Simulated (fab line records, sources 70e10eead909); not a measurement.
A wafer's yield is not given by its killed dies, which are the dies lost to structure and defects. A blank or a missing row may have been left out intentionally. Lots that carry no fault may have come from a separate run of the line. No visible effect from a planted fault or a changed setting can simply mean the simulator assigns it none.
fab line records	flow nand-harc	part 2 of 2: steps 24 to 31 of 31
record lots=5	wafers=15	last-day=33
route steps=1302 shown A_CHANNEL_FILL_D2@637 A_STAIRCASE@639
lots that met no fault: taken from a fault-free run of the same line
start-h: start of the lot's first displayed wafer, in hours after the record's first day	wait-h: hours from the lot's prior step to this one	" repeats the value in the row above	L1.1+2: several wafers, shown together as one row	- no value present, or no start provided	* or withheld: withheld	< > ~ a bound
route shown NAME@n: NAME is a module with steps in the file, n the number in the route of the first one	usual: mean/standard deviation of fault-free wafers	same: alike in all rows	chamber/n: place in a boat	sites: readings site by site	_std_site: standard deviation of those values	_edge_site: mean of outer sites minus mean of inner sites	radius-mm: for every site, how far away it sits from the centre of the wafer	mask NAME#n: copy n	behind: the most recent tool/chamber to have shaped the wafer	hold: the reason the lot was held/the length of the hold in hours/how it ended	device: names the non-switching transistor (n, p or np)	end of line: the route-end tests of the same wafers	a step given without rows: its recipe and nothing more	killed: dies that structure and defects cost at the first sort, which is not the same as the wafer's yield	map: a wafer's dies, marking killed ones x, the rest . and places with no die _
set.NAME: the setting as run; set.NAME@STEP: as run at that earlier step	model.NAME: the simulator's own value behind a step, which no gauge read
a table for each step, a row for each wafer; lots at some steps of the route
services: when a tool's chamber went out of use (start-h, in hours from the record's first day, below 0 if earlier), for how many hours, and the reason
## steps
# step NHARC_A_STAIRCASE_EBR_05
# usual resist-line-temp-C=23.01/0.11
lot.wafer	tool	chamber	start-h	wait-h	resist-line-temp-C
L082.1	litho-track-03	0	-	-	22.93
L082.4	"	0	"	"	23.04
L082.6	"	0	"	"	22.86
L085.3	litho-track-07	0	-	-	22.93
L085.4	"	0	"	"	23.06
L085.5	"	0	"	"	22.92
L088.2	litho-track-03	0	-	-	23.05
L088.3	"	0	"	"	23.02
L088.6	"	0	"	"	23.20
L093.3	litho-track-03	0	-	-	23.06
L093.5	"	0	"	"	23.08
L093.6	"	0	"	"	22.98
L097.1	litho-track-05	0	-	-	23.08
L097.2	"	0	"	"	23.10
L097.4	"	0	"	"	23.15
# step NHARC_A_STAIRCASE_EXPOSE_06
# recipe na=0.5	dose-mj=25.43	mask-id=STAIR
lot.wafer	tool	chamber	start-h	wait-h	mask
L082.1+4+6	krf-scanner-04	0	427.61	-	STAIR#0
L085.3+4+5	krf-scanner-04	0	453.12	-	STAIR#0
L088.2+3+6	krf-scanner-04	0	496.89	-	STAIR#0
L093.3+5+6	krf-scanner-04	0	539.00	-	STAIR#0
L097.1+2+4	krf-scanner-04	0	584.71	-	STAIR#0
# step NHARC_A_STAIRCASE_PEB_07
# recipe peb-temp-c=115	peb-time-s=130
# usual resist-line-temp-C=22.99/0.11
lot.wafer	tool	chamber	start-h	wait-h	resist-line-temp-C
L082.1	litho-track-03	0	427.67	0.1	22.91
L082.4	"	0	"	"	22.97
L082.6	"	0	"	"	23.09
L085.3	litho-track-05	0	453.18	0.0	22.95
L085.4	"	0	"	"	23.06
L085.5	"	0	"	"	23.17
L088.2	litho-track-07	0	496.95	0.1	23.09
L088.3	"	0	"	"	23.22
L088.6	"	0	"	"	23.07
L093.3	litho-track-03	0	539.05	0.1	22.95
L093.5	"	0	"	"	22.87
L093.6	"	0	"	"	23.01
L097.1	litho-track-07	0	584.78	0.1	22.96
L097.2	"	0	"	"	22.92
L097.4	"	0	"	"	22.84
# step NHARC_A_STAIRCASE_DEVELOP_08
# recipe time-s=140
# usual resist-line-temp-C=23.02/0.11
lot.wafer	tool	chamber	start-h	wait-h	resist-line-temp-C
L082.1	litho-track-03	0	-	-	23.04
L082.4	"	0	"	"	22.93
L082.6	"	0	"	"	22.86
L085.3	litho-track-05	0	-	-	23.07
L085.4	"	0	"	"	22.96
L085.5	"	0	"	"	23.07
L088.2	litho-track-07	0	-	-	23.02
L088.3	"	0	"	"	23.02
L088.6	"	0	"	"	23.08
L093.3	litho-track-03	0	-	-	22.97
L093.5	"	0	"	"	23.05
L093.6	"	0	"	"	22.89
L097.1	litho-track-07	0	-	-	22.90
L097.2	"	0	"	"	23.14
L097.4	"	0	"	"	22.94
# step NHARC_A_STAIRCASE_HARDBAKE_10
# recipe temp-c=120	time-s=140
# usual resist-line-temp-C=23.02/0.11
lot.wafer	tool	chamber	start-h	wait-h	resist-line-temp-C
L082.1	litho-track-05	0	427.89	-	23.03
L082.4	"	0	"	"	22.87
L082.6	"	0	"	"	22.92
L085.3	litho-track-05	0	453.41	-	23.20
L085.4	"	0	"	"	23.13
L085.5	"	0	"	"	22.94
L088.2	litho-track-07	0	497.17	-	22.97
L088.3	"	0	"	"	22.94
L088.6	"	0	"	"	22.93
L093.3	litho-track-03	0	539.28	-	23.15
L093.5	"	0	"	"	23.31
L093.6	"	0	"	"	23.12
L097.1	litho-track-03	0	585.00	-	23.09
L097.2	"	0	"	"	23.06
L097.4	"	0	"	"	23.13
# step NHARC_A_STAIRCASE_DESCUM_11
# recipe time-s=3	o2-flow-sccm=200	ar-flow-sccm=0	bias-power-w=0	chemistry=O2
# usual drypump-motor-current-A=5.6/0.64	oes-product-au=0.998/0.0099	rf-vpp-V=57.8/0.9	showerhead-plenum-p-Torr=1.89/0.076	throttle-valve-pct=11.311/0.009
lot.wafer	tool	chamber	start-h	wait-h	drypump-motor-current-A	oes-product-au	rf-hours-counter-h	rf-vpp-V	showerhead-plenum-p-Torr	throttle-valve-pct
L082.4	rie-diel-05	0	427.98	-	5.3	0.997	3	58.2	1.88	11.306
L082.1	"	2	"	"	6.4	0.982	2	56.3	1.85	11.319
L082.6	"	1	"	"	4.8	1.015	-	59.1	1.83	11.293
L085.4	rie-diel-05	3	453.50	-	4.9	0.995	9	59.6	2.07	11.314
L085.3	"	1	"	"	4.8	1.017	8	58.0	1.83	11.310
L085.5	"	2	"	"	6.3	0.991	-	58.7	1.84	11.315
L088.3	rie-diel-05	0	497.26	-	5.3	0.995	20	58.4	1.87	11.312
L088.2	"	2	"	"	6.3	0.996	22	55.5	1.84	11.310
L088.6	"	0	"	"	5.3	0.986	-	59.0	1.87	11.311
L093.3	rie-diel-01	0	539.39	-	5.5	1.000	50	57.5	1.90	11.318
L093.6	"	1	"	"	6.7	1.004	-	57.3	1.92	11.315
L093.5	"	2	"	"	5.7	0.994	-	56.5	1.89	11.310
L097.2	rie-diel-06	3	585.09	-	6.5	0.998	35	58.1	2.06	11.324
L097.1	"	0	"	"	5.6	0.994	28	57.5	1.98	11.303
L097.4	"	2	"	"	5.0	1.005	31	57.0	1.87	11.301
# step NHARC_A_STAIRCASE_TRIM_12
# recipe time-s=211.2	o2-flow-sccm=500	ar-flow-sccm=0	bias-w=0	chemistry=O2
# usual drypump-motor-current-A=5.6/0.63	oes-product-au=0.997/0.011	rf-vpp-V=57.7/0.98	showerhead-plenum-p-Torr=3.50/0.13	throttle-valve-pct=17.036/0.0078
# same bias-w=0
lot.wafer	tool	chamber	start-h	wait-h	drypump-motor-current-A	oes-product-au	rf-hours-counter-h	rf-vpp-V	showerhead-plenum-p-Torr	throttle-valve-pct
L082.4	rie-diel-05	0	428.07	0.1	5.3	0.992	3	56.9	3.47	17.043
L082.1	"	3	"	"	4.9	0.984	2	60.1	3.81	17.037
L082.6	"	1	"	"	4.8	1.015	-	56.8	3.38	17.043
L085.4	rie-diel-05	1	453.60	0.1	4.8	1.009	8	59.0	3.38	17.036
L085.3	"	2	"	"	6.3	0.996	9	57.0	3.41	17.043
L085.5	"	3	"	"	4.9	0.999	-	58.4	3.80	17.030
L088.3	rie-diel-05	3	497.36	0.1	4.9	1.000	22	58.7	3.80	17.027
L088.2	"	0	"	"	5.3	1.000	20	58.0	3.46	17.044
L088.6	"	3	"	"	4.9	1.000	-	58.8	3.80	17.039
L093.3	rie-diel-01	3	539.56	0.2	4.9	0.988	46	56.3	3.33	17.028
L093.6	"	3	"	"	4.9	0.981	-	57.2	3.33	17.029
L093.5	"	0	"	"	5.5	0.990	-	57.6	3.50	17.045
L097.2	rie-diel-06	3	585.18	0.1	6.5	1.000	35	59.4	3.79	17.048
L097.1	"	0	"	"	5.6	0.989	28	58.6	3.64	17.043
L097.4	"	2	"	"	5.0	1.003	31	57.1	3.45	17.026
# step NHARC_A_STAIRCASE_ETCH_13
# recipe target-depth-a=1000	time-s=40.5	ion-energy-ev=400	c4f8-flow-sccm=20	o2-flow-sccm=10	ar-flow-sccm=withheld	rf-w=600	bias-w=1000	chemistry=C4F8/O2
# usual bias-w=1000/3.2	oes-product-au=0.939/0.014	rf-vpp-V=895/4.8
lot.wafer	tool	chamber	start-h	wait-h	bias-w	oes-product-au	rf-hours-counter-h	rf-vpp-V
L082.4	rie-diel-05	3	-	-	1000	0.942	2	906
L082.1	"	1	"	"	1002	0.953	3	890
L082.6	"	2	"	"	999	0.953	-	892
L085.4	rie-diel-05	2	-	-	1000	0.944	9	892
L085.3	"	3	"	"	998	0.928	10	905
L085.5	"	0	"	"	1001	0.946	-	895
L088.2	rie-diel-05	3	-	-	1000	0.942	22	907
L088.3	"	1	"	"	1009	0.959	21	890
L088.6	"	2	"	"	999	0.941	-	891
L093.3	rie-diel-01	2	-	-	1003	0.912	53	893
L093.5	"	2	"	"	996	0.912	-	895
L093.6	"	3	"	"	1003	0.927	-	888
L097.1	rie-diel-06	2	-	-	998	0.942	31	894
L097.4	"	0	"	"	1004	0.934	29	900
L097.2	"	1	"	"	991	0.946	31	898
## services
tool	chamber	start-h	hours	kind
rie-diel-06	-	402.50	0.5	repair
wet-bench-04	-	403.24	8.0	pm
rie-diel-05	-	406.63	9.0	pm
litho-track-07	-	426.00	7.0	pm
krf-scanner-04	-	433.29	0.2	repair
krf-scanner-02	-	438.00	4.0	pm
rie-diel-01	1	441.49	7.4	repair
litho-track-03	-	450.00	7.0	pm
litho-track-05	-	474.02	7.0	pm
krf-scanner-02	-	482.22	0.4	repair
rie-diel-06	-	484.25	9.0	pm
plasma-asher-01	-	519.56	9.0	pm
rie-diel-05	2	524.64	1.5	repair
krf-scanner-04	-	526.00	4.0	pm
krf-scanner-02	-	528.65	2.0	repair
rie-diel-01	3	528.71	7.8	repair
wet-bench-09	-	528.80	8.0	pm
wet-bench-06	-	545.60	8.0	pm
pecvd-03	-	547.30	13.0	pm
plasma-asher-01	-	556.06	3.8	repair
rie-diel-01	-	558.26	9.0	pm
krf-scanner-04	-	578.24	0.8	repair
wet-bench-04	-	579.37	8.0	pm
rie-diel-05	-	583.68	9.0	pm
